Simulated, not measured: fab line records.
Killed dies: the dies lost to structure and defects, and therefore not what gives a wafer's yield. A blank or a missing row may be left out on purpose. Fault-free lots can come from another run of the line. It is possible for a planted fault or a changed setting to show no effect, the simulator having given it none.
Code-filled problem report in 8D (eight disciplines) form -- flow n5-finfet -- the parts of the form that need people (team, actions taken, sign-off) are left out

== 1. PROBLEM STATEMENT ==
Mean of time-to-endpoint-s at N5_BEOL_M10_CMP_52: 2 s across 6 wafers in 2 lots; on wafers with no fault it is 66 s (standard deviation 3.8). Relative to the usual mean, that is a shift of -17 standard deviations.
The step: polishes, stops on SiCOH lowk, t overpolish 7 s, target thk 140 nm.
First seen on wafer L843.4, day 14 00:44, on cmp-03. The record has a number at this step for 27 wafers belonging to 9 lots. Rule for "out" (also "out of limits"): further than 4 standard deviations from the usual mean. The rest of the wafers with a number are treated as sound.

== 2. WHAT IT IS AND WHAT IT IS NOT ==
question,is,is not
which readings at this step,time-to-endpoint-s,"clearing-platen-down-force-psi, motor-current-A"
which lots,"L842, L843","L829, L832, L837, L846, L847, L848, L850"
which wafers of those lots,all that have a number,-
read on which tools,"cmp-02, cmp-03",cmp-04
when,from day 14 00:44,"up to then (9 sound wafers); but 12 sound wafers of L846, L847, L848, L850 came after"

== 3. THE SUSPECTS, EACH WITH WHAT RULES IT OUT ==
Counting: any tool at a process step up to the reading is kept as a suspect provided that every lot that is out went through it and no sound lot did after the first of them.
- uv-cure-03 at N5_BEOL_M10_CURE_72 (cures SiCOH lowk, time 120 s): ruled out as a lasting fault. After its first lot that is out, L843 (day 13 22:08), sound lots L850 ran on it.
- pvd-sputter-03 at N5_BEOL_M10_SPUTTER_48 (material Cu, target thk 12 nm, time 2 s): ruled out as a lasting fault. After its first lot that is out, L843 (day 13 23:42), sound lots L847 ran on it.
Left after counting: nothing in the record.

== 4. THE CAUSE (what the simulator had put in) ==
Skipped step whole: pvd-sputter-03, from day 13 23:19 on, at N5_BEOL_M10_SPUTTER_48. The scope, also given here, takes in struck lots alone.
The count ruled it out by mistake, since the rule takes a fault to strike every lot its tool runs from the start of the fault on, and this one did not do so.

== 5. THE CHAIN OF EFFECTS, in route order ==
One row per reading whose mean, taken over the struck wafers that have a number, lies over 3 standard deviations from the usual. Scope: only readings with a usual standard deviation given in the record; hours: median across lots of the time from each lot's start at the first step in this table that gives one to its start at this step; sigmas: change in usual standard deviations.
hours,step,reading,usual,on struck wafers,change,sigmas
0,N5_BEOL_M10_CMP_52,time-to-endpoint-s,66 s,2,-64,-17
43,N5_PASSIVATION_PROBE_49,defect-limited-yield,91.2 %,0.0,-91.2,-61
43,N5_PASSIVATION_PROBE_49,killed_at_M4_up,14,1090,+1076,+99 or more
43,N5_PASSIVATION_PROBE_49,killed-dies,103,1180,+1077,+60
43,N5_PASSIVATION_PROBE_49,killed-on-rim,14,152,+138,+34
43,N5_PASSIVATION_PROBE_49,sort_bin_5_function,5.1 %,96.4,+91.3,+91
43,N5_PASSIVATION_PROBE_49,sort-n-pass,1076,0,-1076,-60
43,N5_PASSIVATION_PROBE_49,sort-yield-pct,91.2 %,0.0,-91.2,-61
Its process steps:
- N5_BEOL_M10_CMP_52: polishes, stops on SiCOH lowk, t overpolish 7 s, target thk 140 nm.
- N5_PASSIVATION_PROBE_49
Readings that are blank on the struck wafers while sound wafers have them: bias-v at N5_BEOL_M10_SPUTTER_48; cathode-dc-power-W at N5_BEOL_M10_SPUTTER_48; chuck-gas-flow-sccm at N5_BEOL_M10_SPUTTER_48; susceptor-temp-C at N5_BEOL_M10_SPUTTER_48; throttle-valve-pct at N5_BEOL_M10_SPUTTER_48.

== 6. HOW IT WOULD HAVE BEEN CAUGHT EARLIER ==
In this record the first reading out of limits was taken at day 14 00:44, 1 hour after the fault began at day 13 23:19.
At N5_BEOL_M10_SPUTTER_48 the tool's readings are blank on the struck wafers, where sound wafers have them: an empty tool record is the first sign, and it was there at once.
